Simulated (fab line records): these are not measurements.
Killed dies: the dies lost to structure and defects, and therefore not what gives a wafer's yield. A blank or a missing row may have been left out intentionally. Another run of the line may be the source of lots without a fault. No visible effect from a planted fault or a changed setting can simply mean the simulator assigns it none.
fab line records	flow nand_harc
record: lots: 13	wafers: 39	last_day: 33
route steps=1302 shown P_GATE@213 P_CONTACT@219 END@1302
lots that met no fault: taken from a fault-free run of the same line
start_h: start of the lot's first displayed wafer, in hours after the record's first day	wait_h: hours from the lot's prior step to this one	" as in the row above	L1.1+2: a row that stands for several wafers	- no value present, or no start provided	* or withheld: withheld	< > ~ a bound
route shown NAME@n: NAME is a module with steps in the file, n the number in the route of the first one	usual: mean/standard deviation of fault-free wafers	same: alike in all rows	chamber/n: place in a boat	sites: per-site readings	_std_site: how widely they spread, as a standard deviation	_edge_site: outer sites' mean less inner sites'	radius_mm: how far each site lies from the wafer's centre	mask NAME#n: copy n	behind: the most recent tool/chamber to have shaped the wafer	hold: reason for holding the lot/hours on hold/outcome of the hold	device: which transistor (n, p or np) failed to switch	end of line: tests of these same wafers at the route's end	a step with no rows: only its recipe	killed: count of dies lost to structure and defects at first sort (not the wafer's yield)	map: a wafer's dies, marking killed ones x, the rest . and places with no die _
set.NAME: the setting that was run; set.NAME@STEP: the one run at that earlier step	model.NAME: the simulator's own value behind a step, which no gauge read
one table for each step of the route and one row for each wafer, over a sample of lots
services: the hour from which a tool's chamber was out of use, counted from the record's first day as start_h (under 0 if before that day), plus the number of hours and why
== steps ==
step: NHARC_P_GATE_RTA_80
recipe: temp_c: 300	time_s: 30
usual: wafer_temp_C_max: 301.6/0.41
lot.wafer	tool	chamber	start_h	wait_h	wafer_temp_C_max
L328.2	rtp_anneal-02	0	110.45	-	301.4
L328.5	"	0	"	"	301.5
L328.6	"	0	"	"	301.8
L329.1	rtp_anneal-01	0	126.04	-	301.2
L329.3	"	0	"	"	302.3
L329.5	"	0	"	"	301.5
L330.2	rtp_anneal-01	0	130.24	-	301.6
L330.4	"	0	"	"	301.7
L330.5	"	0	"	"	301.9
L333.2	rtp_anneal-02	0	171.98	-	301.6
L333.4	"	0	"	"	301.3
L333.6	"	0	"	"	301.2
L334.1	rtp_anneal-02	0	175.33	-	301.3
L334.4	"	0	"	"	301.6
L334.6	"	0	"	"	301.6
L335.1	rtp_anneal-01	0	192.74	-	301.5
L335.4	"	0	"	"	301.3
L335.6	"	0	"	"	302.9
L336.2	rtp_anneal-01	0	193.10	-	301.9
L336.3	"	0	"	"	301.6
L336.5	"	0	"	"	301.6
L337.1	rtp_anneal-01	0	199.76	-	301.9
L337.2	"	0	"	"	302.3
L337.3	"	0	"	"	301.6
L339.1	rtp_anneal-01	0	223.23	-	301.7
L339.2	"	0	"	"	301.8
L339.6	"	0	"	"	301.3
L340.2	rtp_anneal-01	0	230.43	-	301.6
L340.3	"	0	"	"	302.1
L340.5	"	0	"	"	302.3
L341.3	rtp_anneal-02	0	259.67	-	302.0
L341.5	"	0	"	"	301.9
L341.6	"	0	"	"	301.4
L350.2	rtp_anneal-02	0	333.40	-	301.8
L350.3	"	0	"	"	301.4
L350.5	"	0	"	"	301.8
L351.3	rtp_anneal-01	0	345.69	-	301.5
L351.5	"	0	"	"	301.9
L351.6	"	0	"	"	301.7
step: NHARC_P_CONTACT_CMP_01
recipe: target_thk_nm: 200	material: SiO2
usual: motor_current_A: 12.6/1.3
lot.wafer	tool	chamber	start_h	wait_h	motor_current_A
L328.2	cmp-02	2	112.12	0.5	13.5
L328.6	"	1	"	"	11.4
L328.5	"	2	"	"	13.5
L329.1	cmp-02	2	127.48	-	12.2
L329.3	"	3	"	"	12.2
L329.5	"	3	"	"	11.6
L330.4	cmp-04	1	131.65	-	16.4
L330.2	"	3	"	"	12.1
L330.5	"	2	"	"	12.2
L333.4	cmp-02	3	173.43	-	11.6
L333.2	"	0	"	"	11.8
L333.6	"	1	"	"	12.3
L334.1	cmp-04	2	176.77	-	11.8
L334.4	"	0	"	"	9.5
L334.6	"	3	"	"	12.8
L335.1	cmp-03	0	194.22	-	13.1
L335.4	"	1	"	"	11.7
L335.6	"	2	"	"	13.4
L336.3	cmp-03	3	194.78	0.4	13.6
L336.2	"	1	"	"	12.0
L336.5	"	3	"	"	13.2
L337.2	cmp-03	0	201.45	0.5	12.9
L337.3	"	1	"	"	11.6
L337.1	"	3	"	"	13.6
L339.2	cmp-02	3	224.72	-	11.9
L339.1	"	0	"	"	11.4
L339.6	"	1	"	"	11.9
L340.2	cmp-02	0	232.25	0.5	11.7
L340.3	"	2	"	"	13.0
L340.5	"	0	"	"	11.4
L341.3	cmp-04	3	261.38	0.5	12.4
L341.5	"	1	"	"	16.0
L341.6	"	2	"	"	12.2
L350.2	cmp-02	0	335.07	0.6	11.9
L350.3	"	2	"	"	13.2
L350.5	"	3	"	"	12.8
L351.3	cmp-03	0	347.11	-	13.5
L351.5	"	0	"	"	13.0
L351.6	"	1	"	"	11.3
step: NHARC_P_CONTACT_ETCH_36
recipe: target_depth_a: 2600	over_etch_frac: 0.25	time_s: 406.25	ion_energy_ev: 200	n2_flow_sccm: 150	h2_flow_sccm: 150	ar_flow_sccm: 0	rf_w: 400	bias_w: 150	chemistry: N2/H2
usual: drypump_motor_current_A: 5.52/0.26	oes_product_au: 0.998/0.012	rf_vpp_V: 430.8/2.9	showerhead_plenum_p_Torr: 2.05/0.099	throttle_valve_pct: 14.172/0.0096
lot.wafer	tool	chamber	start_h	wait_h	drypump_motor_current_A	oes_product_au	rf_hours_counter_h	rf_vpp_V	showerhead_plenum_p_Torr	throttle_valve_pct
L328.2	rie_diel-12	2	-	-	5.71	0.996	0.3	427.0	1.91	14.178
L328.6	"	2	"	"	5.70	0.996	-	426.6	1.91	14.148
L328.5	"	1	"	"	5.67	0.992	-	430.2	2.01	14.165
L329.1	rie_diel-12	1	-	-	5.68	0.984	1.0	427.9	2.00	14.174
L329.3	"	2	"	"	5.75	0.986	1.0	429.1	1.91	14.173
L329.5	"	3	"	"	5.74	0.990	-	432.2	2.09	14.185
L330.4	rie_diel-08	2	-	-	5.47	1.001	4.6	435.7	2.20	14.170
L330.2	"	0	"	"	5.50	1.010	4.9	427.4	1.96	14.159
L330.5	"	1	"	"	5.81	1.010	-	434.9	2.20	14.175
L333.2	rie_diel-12	0	-	-	5.49	1.004	1.1	431.0	1.98	14.176
L333.4	"	2	"	"	5.69	0.996	2.1	426.6	1.91	14.202
L333.6	"	1	"	"	5.68	0.992	-	429.6	2.00	14.171
L334.1	rie_diel-10	1	-	-	5.51	0.991	2.2	434.2	2.18	14.159
L334.4	"	2	"	"	5.01	0.976	2.3	430.4	2.07	14.169
L334.6	"	0	"	"	5.70	0.976	-	434.3	2.17	14.162
L335.1	rie_diel-12	2	-	-	5.68	1.003	2.8	426.1	1.91	14.164
L335.4	"	3	"	"	5.71	0.995	2.8	432.8	2.09	14.166
L335.6	"	1	"	"	5.64	0.990	-	430.4	2.00	14.167
L336.2	rie_diel-10	1	-	-	5.54	1.014	3.1	435.1	2.18	14.159
L336.3	"	3	"	"	5.56	1.019	3.2	427.3	1.94	14.171
L336.5	"	2	"	"	4.99	0.987	-	433.1	2.07	14.172
L337.2	rie_diel-12	1	-	-	5.63	0.982	3.5	429.3	2.00	14.173
L337.1	"	2	"	"	5.66	0.997	3.3	428.1	1.91	14.178
L337.3	"	3	"	"	5.77	1.001	3.3	431.9	2.09	14.178
L339.1	rie_diel-08	0	-	-	5.50	1.013	1.5	428.4	1.96	14.165
L339.2	"	2	"	"	5.45	1.002	1.5	434.3	2.19	14.174
L339.6	"	1	"	"	5.80	1.015	-	436.2	2.20	14.197
L340.2	rie_diel-12	3	-	-	5.73	1.001	4.1	431.7	2.09	14.185
L340.3	"	2	"	"	5.72	1.001	4.1	427.8	1.91	14.181
L340.5	"	0	"	"	5.49	0.990	-	428.8	1.97	14.166
L341.3	rie_diel-08	1	-	-	5.82	1.008	3.8	435.0	2.20	14.164
L341.6	"	3	"	"	4.96	0.991	-	428.8	2.02	14.165
L341.5	"	0	"	"	5.50	1.010	-	427.7	1.96	14.185
L350.3	rie_diel-10	2	-	-	5.02	0.993	3.0	430.8	2.06	14.163
L350.2	"	0	"	"	5.70	0.980	3.0	433.7	2.17	14.177
L350.5	"	2	"	"	5.03	0.987	-	432.0	2.06	14.159
L351.3	rie_diel-08	3	-	-	4.96	1.006	7.3	430.2	2.02	14.179
L351.6	"	3	"	"	4.97	1.002	-	429.5	2.02	14.168
L351.5	"	0	"	"	5.52	1.016	-	427.4	1.96	14.172
step: NHARC_P_CONTACT_PVD_32
recipe: target_thk_a: 50	chamber_pressure_pa: 5	power_w: 5000	substrate_temp_c: 200	time_s: 17.7	material: Ti
usual: throttle_valve_pct: 29.9/0.88
lot.wafer	tool	chamber	start_h	wait_h	throttle_valve_pct
L328.2	pvd_sputter-02	-	114.97	-	29.4
L328.5	"	-	"	"	29.7
L328.6	"	-	"	"	29.5
L329.1	pvd_sputter-03	-	130.34	-	30.3
L329.3	"	-	"	"	29.8
L329.5	"	-	"	"	30.1
L330.2	pvd_sputter-02	-	134.36	-	29.6
L330.4	"	-	"	"	29.4
L330.5	"	-	"	"	29.5
L333.4	pvd_sputter-01	-	176.15	-	29.3
L333.2	"	-	"	"	30.4
L333.6	"	-	"	"	29.6
L334.1	pvd_sputter-01	-	179.44	-	30.6
L334.4	"	-	"	"	29.4
L334.6	"	-	"	"	30.4
L335.4	pvd_sputter-01	-	196.90	-	30.1
L335.1	"	-	"	"	29.2
L335.6	"	-	"	"	30.1
L336.3	pvd_sputter-02	-	197.98	-	29.8
L336.2	"	-	"	"	28.2
L336.5	"	-	"	"	29.8
L337.3	pvd_sputter-02	-	204.14	-	29.4
L337.2	"	-	"	"	31.2
L337.1	"	-	"	"	29.4
L339.1	pvd_sputter-03	-	227.28	-	29.2
L339.2	"	-	"	"	28.8
L339.6	"	-	"	"	29.4
L339.1	pvd_sputter-03	-	227.54	-	29.3
L339.2	"	-	"	"	28.7
L339.6	"	-	"	"	29.1
L340.3	pvd_sputter-02	-	234.95	-	29.8
L340.2	"	-	"	"	28.1
L340.5	"	-	"	"	29.8
L341.3	pvd_sputter-03	-	263.95	-	29.9
L341.6	"	-	"	"	30.7
L341.5	"	-	"	"	29.5
L341.3	pvd_sputter-03	-	264.20	-	30.0
L341.6	"	-	"	"	30.5
L341.5	"	-	"	"	29.2
L350.2	pvd_sputter-01	-	337.79	-	30.3
L350.3	"	-	"	"	29.7
L350.5	"	-	"	"	30.5
L350.2	pvd_sputter-01	-	338.05	-	30.0
L350.3	"	-	"	"	29.6
L350.5	"	-	"	"	30.1
L351.3	pvd_sputter-01	-	349.99	-	30.5
L351.6	"	-	"	"	29.8
L351.5	"	-	"	"	31.1
step: NHARC_END_SORT_01
recipe: temp_c: 25
usual: killed_at_array: 53/19	killed_at_other: 0.7/1.1	killed_at_periphery: 4.2/2.7	killed_dies: 58/18	killed_open: 3.1/1.9	killed_short: 2.5/1.6
same: gross_dies: 677
lot.wafer	tool	chamber	start_h	wait_h	killed_at_array	killed_at_other	killed_at_periphery	killed_dies	killed_open	killed_short
L330.2	prober-02	0	580.11	2.8	82	2	3	87	1	4
L330.4	prober-02	0	581.72	3.4	80	0	0	80	1	1
L330.5	prober-02	0	582.52	3.7	84	1	4	89	1	1
L333.2	prober-02	0	597.11	2.8	44	1	2	47	1	2
L333.4	prober-02	0	598.72	3.4	29	1	7	37	3	2
L333.6	prober-02	0	600.34	4.0	45	2	3	50	5	5
L334.1	prober-01	0	616.15	2.5	53	0	8	61	6	4
L334.4	prober-01	0	618.55	3.4	43	0	2	45	1	3
L334.6	prober-01	0	620.16	4.0	29	1	3	33	2	1
L335.1	prober-01	0	636.34	2.5	70	0	3	73	3	3
L335.4	prober-01	0	638.72	3.4	71	0	6	77	1	5
L335.6	prober-01	0	640.30	4.0	77	0	1	78	1	4
L337.1	prober-01	0	651.94	2.5	52	0	4	56	3	4
L337.2	prober-01	0	652.75	2.8	56	0	3	59	2	1
L337.3	prober-01	0	653.56	3.1	61	0	4	65	1	2
L340.2	prober-01	0	663.29	2.8	90	2	8	100	4	3
L340.3	prober-01	0	664.09	3.1	84	1	9	94	2	0
L340.5	prober-01	0	665.69	3.7	89	2	4	95	1	3
L341.3	prober-01	0	729.95	3.1	51	0	7	58	7	1
L341.5	prober-01	0	731.55	3.7	49	0	1	50	0	3
L341.6	prober-01	0	732.35	4.0	45	0	3	48	4	1
killed by level:class
L330.2 A_CHANNEL_HOLE_D2:chamber_film_flake=27 A_SLIT:chamber_film_flake=26 A_CHANNEL_HOLE_D1:chamber_film_flake=21 A_STAIRCASE:chamber_film_flake=3 STARTING-WAFER:geometric_particle:short=2 A_CONTACT:chamber_film_flake=2 A_CHANNEL_FILL_D1:geometric_particle:short=1 A_CHANNEL_HOLE_D2:geometric_particle:short=1
L330.4 A_CHANNEL_HOLE_D1:chamber_film_flake=26 A_SLIT:chamber_film_flake=24 A_CHANNEL_HOLE_D2:chamber_film_flake=22 A_CONTACT:chamber_film_flake=3 A_WL_FILL:chamber_film_flake=2 A_WL_FILL:geometric_particle:short=1 A_CONTACT:geometric_particle:open=1 A_STAIRCASE:chamber_film_flake=1
L330.5 A_SLIT:chamber_film_flake=28 A_CHANNEL_HOLE_D2:chamber_film_flake=27 A_CHANNEL_HOLE_D1:chamber_film_flake=21 A_STAIRCASE:chamber_film_flake=5 P_BONDPAD:chamber_film_flake=2 P_M0:geometric_particle:open=1 A_ONON_D1:geometric_particle:short=1 P_ZERO_WELL:chamber_film_flake=1
L333.2 A_CHANNEL_HOLE_D2:chamber_film_flake=15 A_CHANNEL_HOLE_D1:chamber_film_flake=12 A_CONTACT:chamber_film_flake=9 A_STAIRCASE:chamber_film_flake=5 A_CHANNEL_FILL_D1:chamber_film_flake=2 P_M0:geometric_particle:open=1 A_CHANNEL_FILL_D2:geometric_particle:short=1 STARTING-WAFER:geometric_particle:short=1
L333.4 A_CHANNEL_HOLE_D2:chamber_film_flake=10 A_CONTACT:chamber_film_flake=7 A_CHANNEL_HOLE_D1:chamber_film_flake=5 A_STAIRCASE:chamber_film_flake=3 P_STI:chamber_film_flake=2 P_GATE:chamber_film_flake=2 P_STI:geometric_particle:open=1 P_CONTACT:geometric_particle:open=1
L333.6 A_CHANNEL_HOLE_D1:chamber_film_flake=13 A_CHANNEL_HOLE_D2:chamber_film_flake=9 A_STAIRCASE:chamber_film_flake=7 A_CONTACT:chamber_film_flake=7 A_CHANNEL_FILL_D2:geometric_particle:short=2 THIN_TSV:chamber_film_flake=2 P_CONTACT:geometric_particle:open=1 P_CONTACT:geometric_particle:short=1
L334.1 A_CHANNEL_HOLE_D2:chamber_film_flake=31 P_GATE:chamber_film_flake=5 A_CHANNEL_HOLE_D1:chamber_film_flake=4 A_STAIRCASE:chamber_film_flake=4 A_CHANNEL_FILL_D1:chamber_film_flake=3 A_ONON_D1:geometric_particle:open=2 A_ONON_D2:geometric_particle:short=2 A_WL_FILL:chamber_film_flake=2
L334.4 A_CHANNEL_HOLE_D2:chamber_film_flake=26 A_CHANNEL_HOLE_D1:chamber_film_flake=5 A_CONTACT:chamber_film_flake=3 A_WL_FILL:chamber_film_flake=2 A_CHANNEL_FILL_D1:geometric_particle:open=1 A_CHANNEL_HOLE_D2:geometric_particle:short=1 A_SGD_CUT:geometric_particle:short=1 A_M0:geometric_particle:short=1
L334.6 A_CHANNEL_HOLE_D2:chamber_film_flake=17 A_CONTACT:chamber_film_flake=4 P_GATE:chamber_film_flake=3 A_CHANNEL_HOLE_D1:chamber_film_flake=3 A_ONON_D1:geometric_particle:short=1 A_CHANNEL_HOLE_D2:geometric_particle:open=1 A_WL_FILL:geometric_particle:open=1 A_STAIRCASE:chamber_film_flake=1
L335.1 A_SLIT:chamber_film_flake=33 A_CHANNEL_HOLE_D2:chamber_film_flake=17 A_CONTACT:chamber_film_flake=8 P_STI:chamber_film_flake=2 A_CHANNEL_HOLE_D1:chamber_film_flake=2 A_STAIRCASE:chamber_film_flake=2 A_ONON_D1:geometric_particle:open=1 A_CHANNEL_FILL_D1:geometric_particle:short=1
L335.4 A_SLIT:chamber_film_flake=36 A_CHANNEL_HOLE_D2:chamber_film_flake=20 A_CONTACT:chamber_film_flake=5 A_ONON_D2:geometric_particle:short=3 P_BONDPAD:chamber_film_flake=3 A_CHANNEL_FILL_D1:chamber_film_flake=3 A_STAIRCASE:chamber_film_flake=2 P_CONTACT:geometric_particle:open=1
L335.6 A_CHANNEL_HOLE_D2:chamber_film_flake=31 A_SLIT:chamber_film_flake=25 A_CHANNEL_HOLE_D1:chamber_film_flake=9 A_CONTACT:chamber_film_flake=3 A_CHANNEL_FILL_D1:geometric_particle:short=2 A_CHANNEL_FILL_D1:chamber_film_flake=2 A_STAIRCASE:chamber_film_flake=2 A_CHANNEL_FILL_D2:geometric_particle:short=1
L337.1 A_SLIT:chamber_film_flake=23 A_CHANNEL_HOLE_D2:chamber_film_flake=16 A_CHANNEL_HOLE_D1:chamber_film_flake=7 P_CONTACT:chamber_film_flake=3 A_ONON_D1:geometric_particle:open=2 P_CONTACT:geometric_particle:short=1 A_SOURCE_PLATE:geometric_particle:short=1 A_ONON_D1:geometric_particle:short=1
L337.2 A_SLIT:chamber_film_flake=37 A_CHANNEL_HOLE_D2:chamber_film_flake=7 A_CHANNEL_HOLE_D1:chamber_film_flake=4 P_GATE:chamber_film_flake=2 A_WL_FILL:chamber_film_flake=2 A_ONON_D1:geometric_particle:open=1 A_ONON_D1:geometric_particle:short=1 A_ONON_D2:geometric_particle:open=1
L337.3 A_SLIT:chamber_film_flake=38 A_CHANNEL_HOLE_D2:chamber_film_flake=15 P_GATE:chamber_film_flake=3 A_CHANNEL_HOLE_D1:chamber_film_flake=2 A_CONTACT:chamber_film_flake=2 P_CONTACT:geometric_particle:open=1 A_CHANNEL_FILL_D2:geometric_particle:short=1 A_SGD_CUT:geometric_particle:short=1
L340.2 A_SLIT:chamber_film_flake=26 A_CHANNEL_HOLE_D2:chamber_film_flake=23 A_CHANNEL_HOLE_D1:chamber_film_flake=22 P_ZERO_WELL:chamber_film_flake=6 A_BONDPAD:chamber_film_flake=4 A_CONTACT:chamber_film_flake=4 P_BONDPAD:chamber_film_flake=2 THIN_TSV:chamber_film_flake=2
L340.3 A_CHANNEL_HOLE_D1:chamber_film_flake=36 A_SLIT:chamber_film_flake=26 A_CHANNEL_HOLE_D2:chamber_film_flake=8 A_CONTACT:chamber_film_flake=7 P_ZERO_WELL:chamber_film_flake=5 A_BONDPAD:chamber_film_flake=4 P_BONDPAD:chamber_film_flake=3 A_DECK1_JOINT:chamber_film_flake=2
L340.5 A_SLIT:chamber_film_flake=34 A_CHANNEL_HOLE_D1:chamber_film_flake=33 A_CHANNEL_HOLE_D2:chamber_film_flake=14 P_BONDPAD:chamber_film_flake=3 A_CONTACT:chamber_film_flake=3 THIN_TSV:chamber_film_flake=2 P_M0:geometric_particle:short=1 A_CHANNEL_HOLE_D1:geometric_particle:short=1
L341.3 A_CHANNEL_HOLE_D2:chamber_film_flake=25 A_CHANNEL_HOLE_D1:chamber_film_flake=10 A_SLIT:chamber_film_flake=6 P_M0:geometric_particle:open=2 P_STI:chamber_film_flake=2 A_M0:geometric_particle:open=2 A_CONTACT:chamber_film_flake=2 A_M0:chamber_film_flake=2
L341.5 A_CHANNEL_HOLE_D2:chamber_film_flake=25 A_CHANNEL_HOLE_D1:chamber_film_flake=12 A_SLIT:chamber_film_flake=3 A_ONON_D1:geometric_particle:short=2 A_CONTACT:chamber_film_flake=2 A_DECK1_JOINT:geometric_particle:short=1 P_STI:chamber_film_flake=1 A_DECK1_JOINT:chamber_film_flake=1
L341.6 A_CHANNEL_HOLE_D2:chamber_film_flake=22 A_CHANNEL_HOLE_D1:chamber_film_flake=8 A_M0:chamber_film_flake=3 A_CHANNEL_FILL_D2:geometric_particle:open=2 P_STI:chamber_film_flake=2 A_STAIRCASE:chamber_film_flake=2 A_SLIT:chamber_film_flake=2 A_WL_FILL:chamber_film_flake=2
== services ==
tool	chamber	start_h	hours	kind
rie_diel-12	-	91.40	9.0	pm
cmp-03	-	92.81	0.6	repair
cmp-03	-	99.19	4.0	pm
pvd_sputter-02	-	104.04	10.0	pm
rie_diel-12	0	108.99	9.0	repair
cmp-03	-	114.70	68.4	repair
rie_diel-12	0	127.09	5.6	repair
cmp-02	-	134.50	4.0	pm
cmp-02	-	143.19	2.0	repair
pvd_sputter-02	-	154.95	3.2	repair
rie_diel-12	-	162.65	0.6	repair
pvd_sputter-03	-	170.00	10.0	pm
rie_diel-08	-	191.12	9.0	pm
cmp-03	-	197.19	4.0	pm
pvd_sputter-03	-	203.14	1.0	repair
pvd_sputter-01	-	226.00	10.0	pm
cmp-02	-	232.56	4.0	pm
pvd_sputter-02	-	263.14	1.9	repair
rie_diel-12	-	268.40	9.0	pm
pvd_sputter-02	-	282.04	10.0	pm
pvd_sputter-01	-	295.80	4.4	repair
cmp-02	-	330.56	4.0	pm
cmp-02	-	344.11	1.3	repair
pvd_sputter-03	-	348.00	10.0	pm
== key ==
first_sign: step: NHARC_P_CONTACT_PVD_32	reading: visit	direction: added
effect none on later readings
met_at NHARC_P_CONTACT_PVD_32
struck_lots L339,L341,L350
tester_left_out L339,L341,L350
not_acting_at NHARC_P_GATE_RTA_80,NHARC_P_CONTACT_CMP_01,NHARC_P_CONTACT_ETCH_36
fault: kind: repeated_step_whole	tool: pvd_sputter-01,pvd_sputter-02,pvd_sputter-03	chamber: -	onset_h: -	steps: NHARC_P_CONTACT_PVD_32	times: 1	scope: struck_lots_only
tester_left_out: of these lots the tester's yield and bins aren't shown, on N5 and GAA mostly nor the transistor test; their killed dies are dies lost to structure and defects alone, not to doping, threshold or leakage, so they don't give the yield
